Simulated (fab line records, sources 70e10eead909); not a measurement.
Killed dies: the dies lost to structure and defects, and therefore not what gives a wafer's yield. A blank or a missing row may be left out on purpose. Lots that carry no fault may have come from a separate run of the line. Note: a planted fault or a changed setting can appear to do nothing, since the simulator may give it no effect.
Matching of chambers    flow nandHarc    rieSi-05 running NHARC_A_ZERO_WELL_ETCH_13: 4 sister chambers
The step etches the open film in HBr/Cl2, target depth 120 nm, time 40.1 s. 7 wafers are shown with their chamber, then 7 later ones without.

## WAFERS WITH THEIR CHAMBER
wafer   chamber  rfFwdPowerW (W)  oesProductAu (a.u.)
L683.6  2        392.6            0.998
L689.2  3        393.2            0.992
L697.3  1        397.6            1.003
L697.4  0        396.0            1.008
L697.5  0        396.3            1.011
L699.1  1        396.6            1.003
L699.2  3        393.5            0.999

## WAFERS WHOSE CHAMBER IS MISSING
wafer   rfFwdPowerW (W)  oesProductAu (a.u.)
L699.3  394.6            1.018
L701.3  395.2            1.020
L701.5  396.8            1.008
L701.6  392.7            1.008
L703.1  395.3            1.005
L703.2  393.9            1.000
L703.5  392.4            0.998

## EACH ONE'S CHAMBER
wafer    from the rows above       in truth
L699.3   0                         0
L701.3   0                         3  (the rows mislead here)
L701.5   can't be placed: 0 or 1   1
L701.6   can't be placed: 2 or 3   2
L703.1   can't be placed: 0 or 1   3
L703.2   can't be placed: 3 or 2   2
L703.5   can't be placed: 2 or 3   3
Correctly placed: 1 of 7. These rows do not allow placing 5 (true chamber among the candidates in 4). Placed wrongly: 1.
How it was worked out, from the rows above alone: a wafer's distance from a chamber is the root of the sum, over the readings, of the square of ((its reading less the chamber's mean) divided by the reading's scatter). The wafer belongs to the nearest chamber; if the next one is less than 2 further off, it can't be placed. A chamber's mean is the mean of its shown wafers. The scatter is the square root of a quotient: the sum, over the shown wafers, of each reading's squared deviation from its chamber's mean, divided by wafers minus chambers.
